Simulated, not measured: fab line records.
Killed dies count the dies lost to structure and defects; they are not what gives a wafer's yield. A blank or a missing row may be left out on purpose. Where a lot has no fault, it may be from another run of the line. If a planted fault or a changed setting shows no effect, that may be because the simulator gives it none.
fab line records    flow nandHarc
record: lots: 13  wafers: 39  lastDay: 33
route steps=1302 shown A_CHANNEL_HOLE_D1@463 A_CHANNEL_FILL_D1@495
lots with no fault: from the same line, run without faults
startH: the number of hours between the record's first day and the start of the first shown wafer of the lot    waitH: hours from the lot's prior step to this one    " identical to the entry in the row above    L1.1+2: a single row standing in for several wafers    - no value, or no start was given    * or withheld: withheld    < > ~ a bound
route shown NAME@n: a module of which the file shows steps, and the number in the route of the first    usual: mean and standard deviation over wafers with no fault    same: alike in all rows    chamber/n: place in a boat    sites: the reading at each site    _std_site: the standard deviation of these    _edge_site: the outer-site mean with the inner-site mean subtracted    radiusMm: how far each site lies from the wafer's centre    mask NAME#n: copy n    behind: tool/chamber where the wafer was last shaped    hold: why the lot went on hold/how many hours it stayed there/how the hold came to an end    device: whichever transistor did not switch (one of n, p or np)    end of line: the route-end tests of the same wafers    for a step that has no rows: nothing shown but its recipe    killed: not the wafer's yield, but the dies lost to structure and defects at the first sort    map: per-die view of a wafer (x killed, . not killed, _ where there is no die)
set.NAME: the setting that was run; set.NAME@STEP: the one run at that earlier step    model.NAME: the simulator's own value behind a step, which no gauge read
one table for each step of the route and one row for each wafer, over a sample of lots
services: when a tool's chamber went out of use (startH, in hours from the record's first day, below 0 if earlier), for how many hours, and the reason
== steps ==
step: NHARC_A_CHANNEL_HOLE_D1_OVL_MEAS_11
usual: overlayXNm: 0.2/0.84  overlayYNm: 0.0/0.79
lot.wafer  tool        chamber  startH  waitH  overlayXNm  overlayYNm
L189.2     overlay-01  -        193.69  -      0.2         0.4
L189.3     "           -        "       "      0.0         0.1
L189.4     "           -        "       "      0.3         0.5
L190.1     overlay-01  -        203.45  -      0.3         1.0
L190.3     "           -        "       "      0.4         0.9
L190.4     "           -        "       "      0.2         0.6
L191.2     overlay-01  -        209.53  -      1.0         -0.9
L191.5     "           -        "       "      0.2         0.2
L191.6     "           -        "       "      -0.1        -0.1
L194.1     overlay-02  -        232.32  -      0.3         0.3
L194.4     "           -        "       "      0.5         0.5
L194.6     "           -        "       "      0.2         0.6
L193.1     overlay-01  -        234.37  -      -2.1        0.0
L193.4     "           -        "       "      -1.2        0.1
L193.6     "           -        "       "      -1.6        0.0
L196.2     overlay-01  -        260.18  -      1.2         0.2
L196.3     "           -        "       "      1.4         0.3
L196.6     "           -        "       "      1.2         0.2
L195.1     overlay-02  -        261.08  -      -1.1        -0.3
L195.2     "           -        "       "      -1.0        -0.1
L195.5     "           -        "       "      -1.0        -0.3
L201.3     overlay-02  -        324.53  -      0.4         -0.3
L201.5     "           -        "       "      0.0         -0.1
L201.6     "           -        "       "      -0.7        -0.4
L202.1     overlay-01  -        324.89  -      -0.7        0.2
L202.2     "           -        "       "      -0.6        0.9
L202.3     "           -        "       "      -0.3        0.6
L206.1     overlay-01  -        362.17  -      -0.3        -0.1
L206.3     "           -        "       "      -0.6        -0.1
L206.6     "           -        "       "      -0.7        -0.4
L209.1     overlay-01  -        389.32  -      1.7         0.4
L209.2     "           -        "       "      1.5         0.5
L209.3     "           -        "       "      1.6         0.8
L210.3     overlay-02  -        397.73  -      0.7         1.7
L210.4     "           -        "       "      0.2         1.0
L210.6     "           -        "       "      0.3         1.3
L211.1     overlay-02  -        408.86  -      1.2         1.2
L211.4     "           -        "       "      1.1         1.0
L211.5     "           -        "       "      1.4         1.0
step: NHARC_A_CHANNEL_HOLE_D1_DESCUM_15
recipe: timeS: 3  o2FlowSccm: 200  arFlowSccm: 0  biasPowerW: 0  chemistry: O2
usual: drypumpMotorCurrentA: 6.1/0.45  oesProductAu: 0.994/0.012  rfVppV: 57.8/0.94  showerheadPlenumPTorr: 1.93/0.098  throttleValvePct: 11.311/0.0096
lot.wafer  tool        chamber  startH  waitH  drypumpMotorCurrentA  oesProductAu  rfHoursCounterH  rfVppV  showerheadPlenumPTorr  throttleValvePct
L189.2     rieDiel-13  2        193.79  0.1    5.4                   0.987         7                57.6    1.86                   11.321
L189.4     "           3        "       "      5.9                   0.984         6                58.1    1.78                   11.324
L189.3     "           0        "       "      5.9                   1.004         7                59.2    2.05                   11.312
L190.4     rieDiel-13  3        203.55  0.1    5.9                   0.979         8                57.8    1.78                   11.300
L190.1     "           1        "       "      6.5                   0.987         10               58.1    1.77                   11.303
L190.3     "           2        "       "      5.4                   0.977         9                57.5    1.86                   11.303
L191.2     rieDiel-11  1        210.33  0.8    6.0                   0.981         9                58.2    2.04                   11.323
L191.5     "           0        "       "      6.8                   0.995         -                58.0    1.80                   11.314
L191.6     "           1        "       "      6.0                   0.967         -                58.6    2.04                   11.302
L194.1     rieDiel-11  1        232.42  0.1    6.0                   0.983         12               59.6    2.04                   11.319
L194.4     "           2        "       "      5.4                   1.013         12               58.1    1.98                   11.295
L194.6     "           0        "       "      6.7                   1.012         -                58.0    1.80                   11.307
L193.4     rieDiel-04  3        234.47  0.1    6.2                   0.984         15               58.4    2.07                   11.326
L193.1     "           1        "       "      6.1                   1.016         12               56.9    1.84                   11.310
L193.6     "           0        "       "      5.5                   0.999         -                57.5    1.95                   11.314
L196.2     rieDiel-13  3        260.29  0.1    5.9                   0.981         28               56.5    1.78                   11.320
L196.3     "           0        "       "      5.9                   1.015         30               58.8    2.05                   11.322
L196.6     "           3        "       "      5.9                   0.979         -                56.9    1.78                   11.307
L195.1     rieDiel-04  2        261.19  0.1    5.6                   0.994         23               56.6    1.86                   11.297
L195.2     "           0        "       "      5.5                   0.987         24               58.8    1.95                   11.324
L195.5     "           2        "       "      5.6                   0.993         -                59.2    1.86                   11.313
L201.3     rieDiel-11  3        324.65  0.1    6.4                   0.992         6                58.0    1.95                   11.310
L201.6     "           0        "       "      6.8                   0.996         -                56.9    1.80                   11.318
L201.5     "           1        "       "      6.0                   0.995         -                58.2    2.03                   11.288
L202.2     rieDiel-04  3        324.99  0.1    6.2                   1.004         45               58.2    2.06                   11.328
L202.1     "           0        "       "      5.5                   1.008         42               58.1    1.94                   11.304
L202.3     "           1        "       "      6.1                   1.006         36               57.6    1.84                   11.306
L206.1     rieDiel-13  1        362.29  0.1    6.5                   1.002         3                58.5    2.08                   11.328
L206.3     "           2        "       "      5.4                   0.986         4                56.7    1.84                   11.321
L206.6     "           0        "       "      5.9                   0.988         -                57.3    2.04                   11.317
L209.3     rieDiel-11  2        389.42  0.1    5.4                   0.994         9                59.2    1.98                   11.304
L209.1     "           3        "       "      6.4                   0.997         13               56.3    1.95                   11.320
L209.2     "           0        "       "      6.7                   1.015         12               56.4    1.79                   11.315
L210.3     rieDiel-04  1        397.84  0.1    6.1                   1.010         12               56.4    1.83                   11.316
L210.4     "           2        "       "      5.6                   1.001         12               56.2    1.85                   11.305
L210.6     "           0        "       "      5.5                   0.989         -                58.5    1.93                   11.313
L211.4     rieDiel-11  3        408.97  0.1    6.4                   0.981         14               57.3    1.95                   11.314
L211.1     "           0        "       "      6.7                   1.014         14               57.7    1.79                   11.305
L211.5     "           2        "       "      5.4                   1.001         -                58.9    1.98                   11.302
step: NHARC_A_CHANNEL_FILL_D1_ALD_15
recipe: targetThkA: 20  pulseTimeS: 60  aldCycles: 19  tempC: 630  pressureTorr: 2  material: SiNx
usual: aldCycles: 19/0  precursorPulseHeightRel: 1.000/0.02
lot.wafer  tool            chamber  startH  waitH  aldCycles  precursorPulseHeightRel
L189.2     aldSinBatch-01  0        211.74  -      19         0.981
L189.3     "               0        "       "      19         1.024
L189.4     "               0        "       "      19         0.972
L190.1     aldSinBatch-03  0        221.18  -      19         1.024
L190.3     "               0        "       "      19         0.998
L190.4     "               0        "       "      19         0.989
L191.2     aldSinBatch-01  0        227.57  -      19         1.020
L191.5     "               0        "       "      19         1.026
L191.6     "               0        "       "      19         1.007
L194.1     aldSinBatch-02  0        249.60  -      19         0.993
L194.4     "               0        "       "      19         1.018
L194.6     "               0        "       "      19         1.017
L193.1     aldSinBatch-01  0        253.73  -      19         1.029
L193.4     "               0        "       "      19         0.994
L193.6     "               0        "       "      19         1.007
L195.1     aldSinBatch-01  0        279.07  -      19         0.986
L195.2     "               0        "       "      19         0.984
L195.5     "               0        "       "      19         1.021
L196.2     aldSinBatch-01  0        279.07  -      19         1.010
L196.3     "               0        "       "      19         1.041
L196.6     "               0        "       "      19         0.991
L201.3     aldSinBatch-01  0        341.85  -      22         1.023
L201.5     "               0        "       "      22         1.005
L201.6     "               0        "       "      22         0.969
L202.1     aldSinBatch-01  0        341.85  -      22         1.023
L202.2     "               0        "       "      22         1.004
L202.3     "               0        "       "      22         0.995
L206.1     aldSinBatch-03  0        381.16  3.1    19         0.990
L206.3     "               0        "       "      19         0.996
L206.6     "               0        "       "      19         0.989
L209.1     aldSinBatch-01  0        413.69  -      19         0.979
L209.2     "               0        "       "      19         1.003
L209.3     "               0        "       "      19         1.026
L210.3     aldSinBatch-02  0        417.17  -      19         1.035
L210.4     "               0        "       "      19         0.995
L210.6     "               0        "       "      19         1.023
L211.1     aldSinBatch-01  0        426.13  -      19         1.029
L211.4     "               0        "       "      19         0.970
L211.5     "               0        "       "      19         0.991
step: NHARC_A_CHANNEL_FILL_D1_ETCHBACK_20
recipe: targetDepthA: 270  timeS: 13.5  c4f8FlowSccm: withheld  o2FlowSccm: 8  arFlowSccm: withheld  rfW: 600  biasW: 1500  chemistry: C4F8/O2/Ar
usual: oesProductAu: 0.95/0.037  rfVppV: 976/5.1
lot.wafer  tool        chamber  startH  waitH  oesProductAu  rfHoursCounterH  rfVppV
L189.4     rieDiel-09  0        228.27  -      0.93          3.0              975
L189.2     "           1        "       "      0.91          4.2              982
L189.3     "           2        "       "      0.92          3.6              985
L190.1     rieDiel-07  2        237.10  -      0.94          6.0              969
L190.3     "           3        "       "      0.93          6.0              971
L190.4     "           0        "       "      0.94          5.9              974
L191.2     rieDiel-09  0        244.21  -      0.94          3.5              975
L191.6     "           3        "       "      0.95          -                982
L191.5     "           0        "       "      0.93          -                977
L194.4     rieDiel-05  2        263.58  -      0.94          0.3              978
L194.1     "           1        "       "      0.93          0.3              979
L194.6     "           3        "       "      0.91          -                978
L193.1     rieDiel-07  2        267.62  -      0.93          7.3              969
L193.4     "           0        "       "      0.94          8.7              976
L193.6     "           1        "       "      0.93          -                970
L196.3     rieDiel-05  0        292.93  -      0.99          2.1              972
L196.2     "           3        "       "      0.98          2.4              978
L196.6     "           1        "       "      1.01          -                980
L195.2     rieDiel-09  1        292.94  -      0.92          6.7              984
L195.1     "           2        "       "      0.92          6.3              982
L195.5     "           1        "       "      0.92          -                983
L202.3     rieDiel-05  3        355.94  -      0.93          6.4              977
L202.2     "           0        "       "      0.91          6.6              975
L202.1     "           1        "       "      0.93          7.5              979
L201.3     rieDiel-07  3        355.96  -      1.01          4.0              970
L201.6     "           0        "       "      1.00          -                974
L201.5     "           1        "       "      0.99          -                969
L206.3     rieDiel-09  0        395.85  -      1.01          2.9              976
L206.1     "           2        "       "      0.99          3.9              982
L206.6     "           1        "       "      0.97          -                984
L209.1     rieDiel-09  1        427.77  -      0.92          5.3              983
L209.3     "           2        "       "      0.93          5.8              983
L209.2     "           0        "       "      0.91          4.7              975
L210.3     rieDiel-07  1        431.56  -      0.92          9.2              970
L210.6     "           0        "       "      0.94          -                973
L210.4     "           3        "       "      0.93          -                971
L211.1     rieDiel-09  2        440.16  -      0.93          6.1              981
L211.5     "           1        "       "      0.90          -                981
L211.4     "           2        "       "      0.92          -                982
== services ==
tool            chamber  startH  hours  kind
rieDiel-09      0        173.08  5.4    repair
rieDiel-04      -        177.90  9.0    pm
rieDiel-05      -        189.25  0.5    repair
rieDiel-13      3        211.57  1.3    repair
rieDiel-13      -        223.40  0.1    repair
rieDiel-05      -        229.96  9.0    pm
rieDiel-07      2        251.99  1.2    repair
rieDiel-11      -        255.50  9.0    pm
rieDiel-07      2        259.90  5.3    repair
rieDiel-07      3        288.87  4.6    repair
rieDiel-07      -        294.20  9.0    pm
rieDiel-09      -        320.15  9.0    pm
aldSinBatch-01  -        320.95  6.6    repair
rieDiel-09      2        333.88  3.6    repair
rieDiel-11      2        339.15  14.0   repair
rieDiel-13      -        342.00  9.0    pm
rieDiel-04      -        354.90  9.0    pm
rieDiel-07      3        373.37  12.9   repair
rieDiel-07      -        390.09  0.2    repair
rieDiel-07      2        395.73  6.9    repair
rieDiel-07      0        396.63  13.6   repair
rieDiel-09      3        409.04  43.8   repair
rieDiel-07      2        431.03  2.0    repair
rieDiel-11      -        432.50  9.0    pm
== key ==
firstSign: step: NHARC_A_CHANNEL_FILL_D1_ALD_15  reading: aldCycles  direction: up  sigmas: 99+  usual: 19  struck: 22
effect none on later readings
metAt NHARC_A_CHANNEL_FILL_D1_ALD_15
struckLots L201,L202
testerLeftOut L201,L202
notActingAt NHARC_A_CHANNEL_HOLE_D1_OVL_MEAS_11,NHARC_A_CHANNEL_HOLE_D1_DESCUM_15,NHARC_A_CHANNEL_FILL_D1_ETCHBACK_20
onsetBetween 279.07 341.85
fault: kind: processParameterDrift  tool: aldSinBatch-01  chamber: -  onsetH: 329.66  steps: NHARC_A_CHANNEL_FILL_D1_ALD_15  channel: aldCycles  offset: 3  shape: step  endH: 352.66  actsIn: theseRecipesOnly  stated: 19
testerLeftOut: of these lots the tester's yield and bins aren't shown, on N5 and GAA mostly nor the transistor test; their killed dies are dies lost to structure and defects alone, not to doping, threshold or leakage, so they don't give the yield
